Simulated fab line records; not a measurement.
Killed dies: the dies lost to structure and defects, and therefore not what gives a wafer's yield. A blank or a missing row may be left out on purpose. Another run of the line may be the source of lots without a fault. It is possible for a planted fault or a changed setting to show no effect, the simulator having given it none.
3 desks looking at one fault | flow n5Finfet | what lay behind the numbers comes last; until then each desk has only its own

== AT THE METROLOGY DESK ==
Lot by lot, what the gauges showed, no matter which tool ran the lot: averages of those sampled wafers that carry a number. Any lot whose mean is over 4 standard deviations away from the usual mean is out of limits and marked OUT; that distance is given in the brackets.
Columns: A = cdNm at N5_WELL_APT_CD_MEAS_08, usual 199.8 nm; B = NWELL_OVL at N5_WELL_APT_OVL_MEAS_09, usual -1 nm; C = cdNm at N5_WELL_APT_CD_MEAS_25, usual 200.5 nm; D = PWELL_OVL at N5_WELL_APT_OVL_MEAS_26, usual -1 nm
lot  | first seen here | A     | B | C     | D
L883 | day 1 13:42     | 199.8 | 1 | 200.6 | -4
L896 | day 4 20:04     | 202.5 | 3 | 203.9 | 3
L901 | day 6 01:49     | 199.1 | 1 | 197.3 | -4
L902 | day 6 07:49     | 200.8 | 1 | 198.9 | 4
L903 | day 6 13:51     | 195.9 | 1 | 201.0 | -4
L904 | day 6 20:54     | 197.6 | 0 | 202.8 | 1
Result from this desk: across the 6 lots, nothing is out of limits.

== THE TOOL OWNER'S DESK: lithoTrack-03 ==
The tool's own readings at N5_WELL_APT_PEB_23 (peb time 90 s): means of the sampled wafers that have a number, for each lot that ran on this tool. Any lot whose mean is over 4 standard deviations away from the usual mean is out of limits and marked OUT; that distance is given in the brackets.
Columns: A = heaterPowerTotalW at N5_WELL_APT_PEB_23, usual 172.5 W; B = plateTempC at N5_WELL_APT_PEB_23, usual 130.00 C
lot  | first seen here | A                | B
L896 | day 4 21:11     | 172.1            | 130.07
L901 | day 6 02:52     | 177.9 (+6.7) OUT | 130.11
L902 | day 6 09:05     | 175.1            | 130.01
This desk finds L901 out of limits, L901 being first, at day 6 02:52 (heaterPowerTotalW at N5_WELL_APT_PEB_23). L896, L902 stayed within limits.

== THE DEFECT DESK ==
Per lot, the means of the sampled wafers with a number show what the inspections along the route counted. Any lot whose mean is over 4 standard deviations away from the usual mean is out of limits and marked OUT; that distance is given in the brackets.
Columns: A = rawDefectCount at N5_WELL_APT_INSPECT_10, usual 2.0; B = rawDefectCount at N5_WELL_APT_INSPECT_27, usual 1.9
lot  | first seen here | A   | B
L883 | day 1 13:46     | 3.3 | 1.3
L896 | day 4 20:07     | 2.3 | 1.7
L901 | day 6 01:52     | 2.7 | 3.0
L902 | day 6 07:52     | 2.7 | 1.7
L903 | day 6 13:55     | 1.0 | 1.0
L904 | day 6 20:58     | 1.3 | 1.3
Result from this desk: across the 6 lots, nothing is out of limits.

== ALL TOGETHER ==
The tool owner's desk had the chance to raise an alarm at day 6 02:52 on L901.
At the metrology desk, nothing out of limits was observed.
Nothing the defect desk looked at was out of limits.
The metrology desk holds a record of L901, inside its limits.
The defect desk has L901 on record, within its limits.
On lithoTrack-03, each named lot ran N5_WELL_APT_PEB_23.

== WHAT THE SIMULATOR PUT IN ==
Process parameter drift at N5_WELL_APT_PEB_23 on lithoTrack-03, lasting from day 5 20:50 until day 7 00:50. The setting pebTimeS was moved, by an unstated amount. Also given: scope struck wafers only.
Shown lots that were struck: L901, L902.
Time in hours from fault onset to the first out-of-limits reading at each desk: the tool owner's desk, 6.
